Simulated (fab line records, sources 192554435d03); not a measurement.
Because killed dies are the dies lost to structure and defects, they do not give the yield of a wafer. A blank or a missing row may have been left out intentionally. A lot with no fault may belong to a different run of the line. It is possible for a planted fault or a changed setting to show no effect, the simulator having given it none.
Matching of chambers :: flow n5-finfet :: rie-diel-03 running N5_BEOL_M13_DESCUM_33: 4 sister chambers
The step chemistry O2, time 7.9 s. 4 wafers are shown with their chamber, then 8 later ones without.

== WAFERS, EACH WITH ITS CHAMBER ==
wafer: L084.5
chamber: 1
drypump-motor-current-A (A): 6.1

wafer: L085.3
chamber: 3
drypump-motor-current-A (A): 5.4

wafer: L087.3
chamber: 2
drypump-motor-current-A (A): 5.1

wafer: L093.1
chamber: 0
drypump-motor-current-A (A): 5.9

== WAFERS MISSING THEIR CHAMBER ==
wafer: L093.5
drypump-motor-current-A (A): 5.1

wafer: L093.6
drypump-motor-current-A (A): 6.1

wafer: L094.2
drypump-motor-current-A (A): 5.9

wafer: L094.3
drypump-motor-current-A (A): 5.1

wafer: L094.5
drypump-motor-current-A (A): 5.0

wafer: L095.1
drypump-motor-current-A (A): 6.1

wafer: L095.2
drypump-motor-current-A (A): 5.9

wafer: L095.4
drypump-motor-current-A (A): 5.4

== WHICH CHAMBER EACH ONE RAN IN ==
wafer: L093.5
from the rows above: 2
in truth: 2

wafer: L093.6
from the rows above: 1
in truth: 1

wafer: L094.2
from the rows above: 0
in truth: 0

wafer: L094.3
from the rows above: 2
in truth: 2

wafer: L094.5
from the rows above: 2
in truth: 2

wafer: L095.1
from the rows above: 1
in truth: 1

wafer: L095.2
from the rows above: 0
in truth: 0

wafer: L095.4
from the rows above: 3
in truth: 3
Correctly placed: 8 of 8. From these rows, 0 cannot be placed. Wrongly placed: 0.
How it was worked out, from the rows above alone: a wafer's distance from a chamber is the root of the sum, over the readings, of the square of ((its reading less the chamber's mean) divided by the reading's scatter). If the next closest chamber is less than 2 further off than the closest, the wafer can't be placed; otherwise it belongs to the closest. The mean given for a chamber averages the wafers shown for that chamber. The scatter: root of mean squared gap, hidden wafer to nearest shown wafer, with one shown wafer a chamber.
